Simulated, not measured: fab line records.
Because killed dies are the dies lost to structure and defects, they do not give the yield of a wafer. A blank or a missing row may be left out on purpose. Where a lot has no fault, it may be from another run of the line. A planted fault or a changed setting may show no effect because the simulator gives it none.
fab line records	flow n5_finfet
record: lots: 9	wafers: 26	last_day: 18
route steps=1938 shown MOL_CONTACT_COAG@576 BEOL_M4@1111
lots with no fault: from the same line, run without faults
start_h: hours from the record's opening day to when the first of the lot's shown wafers began	wait_h: time in hours since the lot's previous step	" same as the row above	L1.1+2: one row covering several wafers at once	- no value present, or no start provided	* or withheld: withheld	< > ~ a bound
route shown NAME@n: NAME is a module with steps in the file, n the number in the route of the first one	usual: average and standard deviation across the fault-free wafers	same: alike in all rows	chamber/n: place in a boat	sites: per-site readings	_std_site: standard deviation across them	_edge_site: inner sites' mean taken away from outer sites' mean	radius_mm: how far each site lies from the wafer's centre	mask NAME#n: copy n	behind: the last tool/chamber to shape the wafer	hold: the reason the lot was held/the length of the hold in hours/how it ended	device: names the non-switching transistor (n, p or np)	end of line: the route-end tests of the same wafers	a step without rows: its recipe alone	killed: not the wafer's yield, but the dies lost to structure and defects at the first sort	map: per-die view of a wafer (x killed, . not killed, _ where there is no die)
set.NAME: the run value of the setting; set.NAME@STEP: its run value at that earlier step	model.NAME: the simulator's own value behind a step, which no gauge read
the route's steps for a sample of lots (tables are steps, rows are wafers)
services: the hour from which a tool's chamber was out of use, counted from the record's first day as start_h (under 0 if before that day), plus the number of hours and why
== steps ==
step: N5_MOL_CONTACT_COAG_DESCUM_88
recipe: chemistry: O2	time_s: 7	source_power_w: 50	bias_power_w: 20	pressure_mtorr: 20	rf_frequency_hz: 2.712e+07	temp_c: 40	resist: CAR-EUV	o2_flow_sccm: 225
usual: chamber_pressure_mTorr: 20.000/0.017	drypump_motor_current_A: 5.6/0.41	oes_product_au: 0.81/0.087	rf_vpp_V: 243.4/1.3	showerhead_plenum_p_Torr: 2.11/0.067	throttle_valve_pct: 20.32/0.19
lot.wafer	tool	chamber	start_h	wait_h	chamber_pressure_mTorr	drypump_motor_current_A	oes_product_au	rf_hours_counter_h	rf_vpp_V	showerhead_plenum_p_Torr	throttle_valve_pct
L200.1	rie_diel-05	1	134.95	0.0	19.995	5.4	0.67	244	243.3	2.06	20.73
L200.2	"	3	"	"	19.999	5.7	0.72	188	242.8	2.10	20.39
L200.6	"	1	"	"	19.989	5.4	0.67	-	242.1	2.06	20.74
L202.2	rie_diel-04	3	141.68	0.0	20.003	5.0	0.92	22	244.5	2.24	20.18
L202.4	"	0	"	"	19.983	5.9	0.79	158	242.4	2.09	20.29
L202.5	"	0	"	"	19.996	5.9	0.79	-	243.6	2.09	20.29
L201.1	rie_diel-04	2	146.27	0.1	20.015	5.7	0.75	164	243.6	2.17	20.56
L201.2	"	0	"	"	20.000	5.9	0.78	159	242.4	2.09	20.29
L201.4	"	0	"	"	19.971	5.9	0.78	-	243.1	2.09	20.27
L204.1	rie_diel-05	2	153.82	0.1	19.990	5.8	0.71	183	243.9	2.15	19.92
L204.2	"	3	"	"	19.985	5.7	0.71	195	244.8	2.09	20.42
L204.6	"	2	"	"	19.997	5.8	0.72	-	245.3	2.15	19.92
L207.1	rie_diel-04	2	171.80	0.0	20.000	5.7	0.74	176	244.7	2.17	20.56
L207.2	"	1	"	"	20.002	5.4	0.94	4	243.0	2.06	19.98
L207.3	"	3	"	"	19.989	5.0	0.89	35	244.0	2.23	20.20
L210.5	rie_diel-02	0	191.17	0.1	20.002	5.4	0.79	-	243.3	2.10	20.21
L210.6	"	1	"	"	19.991	5.4	0.93	-	242.5	2.11	20.22
L214.1	rie_diel-04	2	214.02	0.0	20.000	5.7	0.73	189	244.6	2.16	20.58
L214.2	"	0	"	"	20.008	5.9	0.76	184	244.5	2.08	20.33
L214.4	"	3	"	"	20.007	5.0	0.87	48	244.5	2.23	20.22
L216.2	rie_diel-04	3	224.35	0.0	19.978	5.0	0.88	51	245.3	2.23	20.23
L216.3	"	0	"	"	19.983	5.9	0.76	187	242.4	2.08	20.32
L216.4	"	1	"	"	20.022	5.4	0.90	20	243.6	2.05	20.02
L218.1	rie_diel-05	1	235.85	0.2	20.013	5.4	0.94	16	242.4	2.06	20.38
L218.4	"	0	"	"	20.001	5.6	0.84	69	246.4	2.21	20.32
L218.5	"	3	"	"	19.981	5.7	0.69	-	243.4	2.08	20.45
step: N5_MOL_CONTACT_COAG_ETCHBACK_135
recipe: chemistry: CHF3	target: SiO2	target_depth_a: 250	time_s: 16.7	ion_energy_ev: 200	pressure_mtorr: 30	source_w: 610	bias_w: 170	Ar_flow_sccm: 200	CHF3_flow_sccm: 50
usual: chamber_pressure_mTorr: 30.003/0.027	drypump_motor_current_A: 5.6/0.39	oes_f_703_au: 0.80/0.088	oes_product_au: 0.80/0.089	rf_vpp_V: 523/9	run_length_s: 40.1/0.38	showerhead_plenum_p_Torr: 2.40/0.075	throttle_valve_pct: 18.59/0.19
lot.wafer	tool	chamber	start_h	wait_h	chamber_pressure_mTorr	drypump_motor_current_A	oes_f_703_au	oes_product_au	rf_hours_counter_h	rf_vpp_V	run_length_s	showerhead_plenum_p_Torr	throttle_valve_pct
L200.1	rie_diel-05	1	135.39	0.0	30.019	5.4	0.69	0.68	244	524	40.5	2.33	18.94
L200.2	"	0	"	"	30.019	5.6	0.87	0.89	33	526	40.6	2.49	18.41
L200.6	"	2	"	"	30.052	5.8	0.73	0.71	-	518	39.8	2.47	18.39
L202.2	rie_diel-02	1	142.12	0.0	29.991	5.4	0.67	0.66	252	537	39.7	2.44	19.11
L202.4	"	1	"	"	30.053	5.4	0.67	0.66	-	536	39.4	2.44	19.12
L202.5	"	0	"	"	30.001	5.4	0.80	0.79	-	524	40.2	2.40	18.42
L201.1	rie_diel-05	3	146.71	0.0	30.027	5.7	0.70	0.72	192	539	40.5	2.36	18.56
L201.2	"	1	"	"	30.016	5.4	0.69	0.68	247	523	40.3	2.33	18.92
L201.4	"	0	"	"	29.976	5.6	0.87	0.88	36	526	40.0	2.49	18.41
L204.1	rie_diel-02	0	154.33	0.0	30.007	5.4	0.80	0.79	106	523	40.2	2.39	18.45
L204.2	"	3	"	"	30.066	5.5	0.92	0.88	32	506	39.8	2.35	18.78
L204.6	"	0	"	"	30.055	5.4	0.80	0.79	-	524	40.1	2.39	18.46
L207.1	rie_diel-05	2	172.48	0.0	30.026	5.7	0.71	0.71	192	518	39.8	2.46	18.42
L207.2	"	0	"	"	30.021	5.6	0.85	0.87	47	525	40.5	2.49	18.44
L207.3	"	3	"	"	29.990	5.7	0.70	0.72	204	540	40.6	2.36	18.57
L210.5	rie_diel-02	2	192.46	0.0	30.033	6.6	0.74	0.75	-	527	40.2	2.28	18.60
L210.6	"	3	"	"	30.021	5.5	0.89	0.88	-	505	38.4	2.34	18.79
L214.1	rie_diel-02	0	214.54	0.0	30.016	5.4	0.78	0.78	126	523	39.9	2.39	18.50
L214.2	"	3	"	"	30.038	5.5	0.87	0.86	54	506	40.1	2.34	18.81
L214.4	"	2	"	"	29.962	6.6	0.73	0.75	166	526	38.7	2.28	18.58
L216.2	rie_diel-04	1	224.84	0.0	29.989	5.4	0.90	0.89	20	517	40.4	2.33	18.22
L216.3	"	0	"	"	30.020	5.9	0.73	0.74	188	523	39.5	2.36	18.62
L216.4	"	3	"	"	30.026	4.9	0.90	0.88	52	526	39.6	2.53	18.52
L218.1	rie_diel-05	0	236.29	0.0	29.985	5.6	0.82	0.83	69	525	39.9	2.48	18.49
L218.4	"	3	"	"	30.009	5.7	0.68	0.69	225	538	40.7	2.35	18.62
L218.5	"	3	"	"	30.026	5.7	0.68	0.68	-	538	40.6	2.35	18.61
step: N5_MOL_CONTACT_COAG_STRIP_96
recipe: chemistry: N2/H2	power_w: 500	temp_c: 40	pressure_mtorr: 50	rf_frequency_hz: 6e+07	overash_fraction: 0.3	bias_power_w: 28	h2_frac: 0.5	n2_flow_sccm: 300	h2_flow_sccm: 300
usual: chamber_pressure_mTorr: 50.01/0.059	drypump_motor_current_A: 5.7/0.39	n2_flow_sccm: 299.9/0.89	oes_product_au: 0.80/0.089	rf_vpp_V: 122.0/1.3	showerhead_plenum_p_Torr: 3.39/0.11	throttle_valve_pct: 18.8/0.34
lot.wafer	tool	chamber	start_h	wait_h	chamber_pressure_mTorr	drypump_motor_current_A	n2_flow_sccm	oes_product_au	rf_hours_counter_h	rf_vpp_V	showerhead_plenum_p_Torr	throttle_valve_pct
L200.1	rie_diel-05	1	135.49	0.0	50.06	5.4	298.8	0.67	244	121.3	3.32	19.3
L200.2	"	0	"	"	50.06	5.6	300.8	0.90	33	119.9	3.58	19.0
L200.6	"	2	"	"	50.03	5.8	299.7	0.72	-	124.2	3.47	18.2
L202.2	rie_diel-02	1	142.22	0.0	49.91	5.4	299.8	0.67	252	121.0	3.45	19.3
L202.4	"	1	"	"	50.03	5.4	300.3	0.66	-	123.5	3.45	19.3
L202.5	"	0	"	"	50.04	5.4	299.9	0.80	-	121.5	3.39	18.5
L201.1	rie_diel-05	3	146.81	0.0	50.02	5.7	299.2	0.71	192	123.1	3.31	18.4
L201.2	"	1	"	"	49.99	5.4	299.6	0.67	247	121.7	3.32	19.3
L201.4	"	0	"	"	49.98	5.6	299.8	0.89	36	123.1	3.58	19.0
L204.1	rie_diel-02	0	154.43	0.0	50.11	5.4	298.0	0.80	106	120.6	3.39	18.6
L204.2	"	3	"	"	50.09	5.5	299.9	0.90	32	121.1	3.29	18.9
L204.6	"	0	"	"	49.94	5.4	299.5	0.79	-	119.3	3.39	18.6
L207.1	rie_diel-05	2	172.58	0.0	49.98	5.8	299.5	0.71	192	121.8	3.46	18.2
L207.2	"	0	"	"	50.04	5.6	299.3	0.86	47	124.4	3.57	19.0
L207.3	"	3	"	"	50.06	5.7	302.1	0.70	204	121.4	3.31	18.4
L210.5	rie_diel-02	2	192.57	0.0	49.92	6.6	299.4	0.77	-	120.8	3.21	18.9
L210.6	"	3	"	"	50.03	5.5	299.4	0.88	-	122.8	3.29	19.0
L214.1	rie_diel-02	0	214.64	0.0	49.97	5.4	300.7	0.78	126	120.5	3.38	18.6
L214.2	"	3	"	"	49.99	5.5	300.3	0.87	54	120.8	3.28	19.0
L214.4	"	2	"	"	50.05	6.6	299.4	0.76	166	120.3	3.21	18.9
L216.2	rie_diel-04	1	224.94	0.0	50.03	5.3	299.1	0.90	20	120.6	3.32	18.8
L216.3	"	0	"	"	49.99	5.9	301.6	0.75	188	121.1	3.35	18.7
L216.4	"	3	"	"	50.03	5.0	298.1	0.87	52	119.3	3.55	19.0
L218.1	rie_diel-05	0	236.39	0.0	50.00	5.6	301.1	0.83	69	122.6	3.56	19.1
L218.4	"	3	"	"	50.00	5.7	298.6	0.69	225	122.3	3.29	18.5
L218.5	"	3	"	"	50.02	5.7	298.7	0.69	-	121.0	3.29	18.5
step: N5_MOL_CONTACT_COAG_CD_MEAS_137
recipe: target_cd_nm: 16
usual: cd_nm: 15.9/0.37
lot.wafer	tool	chamber	start_h	wait_h	cd_nm
L200.1	cd_sem-02	-	135.75	0.0	15.8
L200.2	"	-	"	"	15.7
L200.6	"	-	"	"	16.0
L202.2	cd_sem-03	-	142.49	0.0	16.0
L202.4	"	-	"	"	15.5
L202.5	"	-	"	"	15.6
L201.1	cd_sem-03	-	147.37	0.0	16.2
L201.2	"	-	"	"	16.0
L201.4	"	-	"	"	15.7
L204.1	cd_sem-03	-	154.70	0.0	15.5
L204.2	"	-	"	"	15.1
L204.6	"	-	"	"	15.9
L207.1	cd_sem-01	-	172.90	0.0	15.7
L207.2	"	-	"	"	15.3
L207.3	"	-	"	"	16.1
L210.5	cd_sem-02	-	192.82	0.0	16.0
L210.6	"	-	"	"	15.5
L214.1	cd_sem-01	-	214.92	0.0	16.1
L214.2	"	-	"	"	15.7
L214.4	"	-	"	"	16.0
L216.2	cd_sem-02	-	225.21	0.0	16.0
L216.3	"	-	"	"	16.3
L216.4	"	-	"	"	15.7
L218.1	cd_sem-03	-	236.66	0.0	16.1
L218.4	"	-	"	"	15.2
L218.5	"	-	"	"	15.3
step: N5_BEOL_M4_RC_MEAS_101
usual: DIBL_N: 35.8/1.8	DIBL_P: 35.9/2.2	IOFF_N: 0.16/0.035	IOFF_P: 0.21/0.04	ION_N: 672/11	ION_P: 461/7.4	SS_N: 71.4/0.64	SS_P: 73.2/0.67	VT_N: 250/3.5	VT_P: -251/3.4
lot.wafer	tool	chamber	start_h	wait_h	DIBL_N[mV/V]	DIBL_P[mV/V]	IOFF_N[nA/um]	IOFF_P[nA/um]	ION_N[uA/um]	ION_P[uA/um]	SS_N[mV/dec]	SS_P[mV/dec]	VT_N[mV]	VT_P[mV]
L200.1	prober-01	0	200.51	0.0	35.9	37.2	0.16	0.21	671	464	72.0	73.4	250	-250
L200.2	"	0	"	"	35.0	35.8	0.14	0.20	669	459	71.6	72.8	252	-254
L200.6	"	0	"	"	36.8	37.1	0.17	0.21	675	464	71.9	73.3	250	-249
L202.2	prober-01	0	209.22	0.2	36.0	35.7	0.15	0.20	665	462	71.5	72.8	254	-250
L202.4	"	0	"	"	39.2	39.2	0.21	0.27	683	468	72.0	74.2	251	-248
L202.5	"	0	"	"	38.9	39.0	0.20	0.25	676	470	72.2	73.1	248	-250
L201.1	prober-01	0	216.83	0.0	38.6	40.7	0.21	0.24	691	467	72.3	73.7	247	-250
L201.2	"	0	"	"	36.7	37.9	0.17	0.19	683	459	72.1	72.5	249	-251
L201.4	"	0	"	"	35.0	36.7	0.13	0.17	665	451	71.1	72.8	254	-255
L204.1	prober-01	0	218.52	0.0	37.6	38.2	0.20	0.24	682	460	72.5	74.0	248	-248
L204.2	"	0	"	"	34.9	34.9	0.14	0.19	667	458	71.6	72.9	252	-252
L204.6	"	0	"	"	38.6	38.6	0.20	0.25	682	465	72.4	73.3	247	-247
L207.1	prober-02	0	251.04	0.0	39.1	39.8	0.23	0.27	690	472	72.2	73.6	244	-248
L207.2	"	0	"	"	34.3	33.5	0.12	0.17	665	457	70.7	73.1	254	-252
L207.3	"	0	"	"	34.8	35.5	0.14	0.20	667	463	70.3	72.8	252	-248
L210.5	prober-02	0	277.68	0.6	39.5	40.4	0.25	0.34	702	486	72.1	73.8	242	-243
L210.6	"	0	"	"	34.0	33.2	0.13	0.20	667	462	70.4	72.5	252	-247
L214.1	prober-01	0	284.90	0.0	37.0	36.5	0.16	0.22	673	455	71.6	73.1	251	-249
L214.2	"	0	"	"	37.4	37.5	0.17	0.26	670	462	71.8	74.1	248	-245
L214.4	"	0	"	"	36.3	36.1	0.17	0.22	671	463	71.5	73.4	250	-247
L216.2	prober-01	0	287.94	0.2	37.1	37.8	0.17	0.21	679	458	72.1	74.1	246	-251
L216.3	"	0	"	"	36.5	36.8	0.15	0.20	674	468	71.4	73.9	251	-255
L216.4	"	0	"	"	33.7	32.5	0.11	0.15	660	454	70.9	72.8	255	-255
L218.1	prober-02	0	311.74	0.0	34.4	33.0	0.11	0.17	659	459	70.6	72.5	255	-251
L218.4	"	0	"	"	35.2	34.1	0.12	0.18	658	459	71.7	72.9	255	-253
L218.5	"	0	"	"	32.4	30.8	0.09	0.14	653	453	70.3	71.6	257	-255
== services ==
tool	chamber	start_h	hours	kind
rie_diel-02	2	123.38	3.3	repair
rie_diel-02	3	124.20	18.9	repair
rie_diel-05	2	127.78	5.4	repair
rie_diel-04	0	133.20	5.6	repair
rie_diel-02	1	143.12	-	clean
rie_diel-02	1	143.12	-	consumable_replace:focus_ring
rie_diel-02	1	143.12	20.1	scheduled_down
rie_diel-02	1	143.12	20.1	vent_cycle
rie_diel-04	1	144.24	-	clean
rie_diel-04	1	144.24	-	consumable_replace:focus_ring
rie_diel-04	1	144.24	17.1	scheduled_down
rie_diel-04	1	144.24	17.1	vent_cycle
rie_diel-05	1	153.82	-	clean
rie_diel-05	1	153.82	-	consumable_replace:focus_ring
rie_diel-05	1	153.82	20.4	scheduled_down
rie_diel-05	1	153.82	20.4	vent_cycle
rie_diel-05	3	207.52	3.0	repair
== key ==
first_sign: step: N5_MOL_CONTACT_COAG_ETCHBACK_135	reading: run_length_s	direction: down	sigmas: 4.1	usual: *	struck: *
effect none on later readings
met_at N5_MOL_CONTACT_COAG_ETCHBACK_135
struck_lots L210,L214
struck_wafers L210.6,L214.4
not_acting_at N5_MOL_CONTACT_COAG_DESCUM_88,N5_MOL_CONTACT_COAG_STRIP_96,N5_MOL_CONTACT_COAG_CD_MEAS_137
onset_between 154.33 192.46
fault: kind: process_parameter_drift	tool: rie_diel-02	chamber: -	onset_h: 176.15	steps: N5_MOL_CONTACT_COAG_ETCHBACK_135	channel: time_s	offset: *	shape: step	end_h: 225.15	scope: struck_wafers_only	acts_in: *	stated: *
